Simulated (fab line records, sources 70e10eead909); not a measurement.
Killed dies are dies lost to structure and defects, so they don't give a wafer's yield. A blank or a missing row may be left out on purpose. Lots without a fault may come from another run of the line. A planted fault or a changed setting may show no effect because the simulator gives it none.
Chamber matching | flow nand_harc | NHARC_P_CONTACT_CMP_01 on cmp-02: 4 sister chambers
The step polishes SiO2, target thk 200 nm. 8 wafers are shown with their chamber, then 8 later ones without.

WAFERS WITH THEIR CHAMBER
wafer  | chamber | motor_current_A (A) | edge_zone_pressure_frac
L084.1 | 0       | 11.5                | 0.995
L084.6 | 2       | 14.8                | 0.996
L085.1 | 2       | 14.3                | 0.997
L085.2 | 1       | 11.3                | 1.004
L085.5 | 0       | 11.6                | 1.007
L086.4 | 1       | 12.0                | 1.008
L086.6 | 3       | 13.2                | 0.998
L092.1 | 3       | 13.1                | 0.996

WAFERS WITHOUT THEIR CHAMBER
wafer  | motor_current_A (A) | edge_zone_pressure_frac
L092.3 | 14.1                | 1.008
L092.6 | 13.3                | 0.998
L093.1 | 11.6                | 1.006
L093.4 | 12.8                | 0.996
L093.6 | 12.9                | 1.001
L094.1 | 13.0                | 0.988
L094.2 | 11.9                | 1.003
L094.4 | 11.6                | 0.998

WHICH CHAMBER EACH WENT THROUGH
wafer  | from the rows above     | in truth
L092.3 | can't be placed: 2 or 3 | 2
L092.6 | 3                       | 3
L093.1 | can't be placed: 1 or 0 | 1
L093.4 | 3                       | 3
L093.6 | 3                       | 3
L094.1 | 3                       | 3
L094.2 | can't be placed: 1 or 0 | 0
L094.4 | can't be placed: 0 or 1 | 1
Placed correctly: 4 of 8. Can't be placed from these rows: 4 (the true chamber is among the candidates in 4). Placed wrongly: 0.
How it was worked out, from the rows above alone: a wafer's distance from a chamber is the root of the sum, over the readings, of the square of ((its reading less the chamber's mean) divided by the reading's scatter). The wafer belongs to the nearest chamber; if the next one is less than 2 further off, it can't be placed. A chamber's mean is the mean of its shown wafers. The scatter: the root of (the sum of the squares of (reading less its chamber's mean) over the shown wafers, divided by (wafers less chambers)).
